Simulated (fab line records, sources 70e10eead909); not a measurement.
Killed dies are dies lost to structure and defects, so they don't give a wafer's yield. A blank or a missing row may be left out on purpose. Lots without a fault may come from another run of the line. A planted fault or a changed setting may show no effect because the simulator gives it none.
Chamber matching | flow nand_harc | NHARC_A_WL_FILL_ALD_10 on ald_hk-03: 4 sister chambers
The step deposits SiO2, target thk 50 nm, pulse time 10 s, ald cycles 500. 8 wafers are shown with their chamber, then 8 later ones without.

WAFERS WITH THEIR CHAMBER
wafer  | chamber | heater_power_w (W) | precursor_pulse_height_rel
L083.2 | 3       | 492                | 0.963
L083.4 | 1       | 473                | 0.996
L083.5 | 0       | 509                | 1.002
L083.6 | 3       | 493                | 1.033
L089.3 | 2       | 487                | 1.013
L089.4 | 0       | 521                | 0.975
L089.5 | 2       | 498                | 1.012
L093.1 | 1       | 460                | 1.020

WAFERS WITHOUT THEIR CHAMBER
wafer  | heater_power_w (W) | precursor_pulse_height_rel
L093.4 | 489                | 0.987
L093.6 | 485                | 1.005
L095.1 | 519                | 1.025
L095.2 | 485                | 1.023
L095.4 | 474                | 0.999
L096.4 | 490                | 0.996
L096.1 | 518                | 0.973
L096.3 | 489                | 0.997

WHICH CHAMBER EACH WENT THROUGH
wafer  | from the rows above          | in truth
L093.4 | can't be placed: 3 or 2      | 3
L093.6 | can't be placed: 3 or 2 or 1 | 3
L095.1 | 0                            | 0
L095.2 | can't be placed: 2 or 3 or 1 | 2
L095.4 | can't be placed: 1 or 3 or 2 | 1
L096.4 | can't be placed: 3 or 2      | 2
L096.1 | 0                            | 0
L096.3 | can't be placed: 3 or 2      | 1
Placed correctly: 2 of 8. Can't be placed from these rows: 6 (the true chamber is among the candidates in 5). Placed wrongly: 0.
How it was worked out, from the rows above alone: a wafer's distance from a chamber is the root of the sum, over the readings, of the square of ((its reading less the chamber's mean) divided by the reading's scatter). The wafer belongs to the nearest chamber; if the next one is less than 2 further off, it can't be placed. A chamber's mean is the mean of its shown wafers. The scatter: the root of (the sum of the squares of (reading less its chamber's mean) over the shown wafers, divided by (wafers less chambers)).
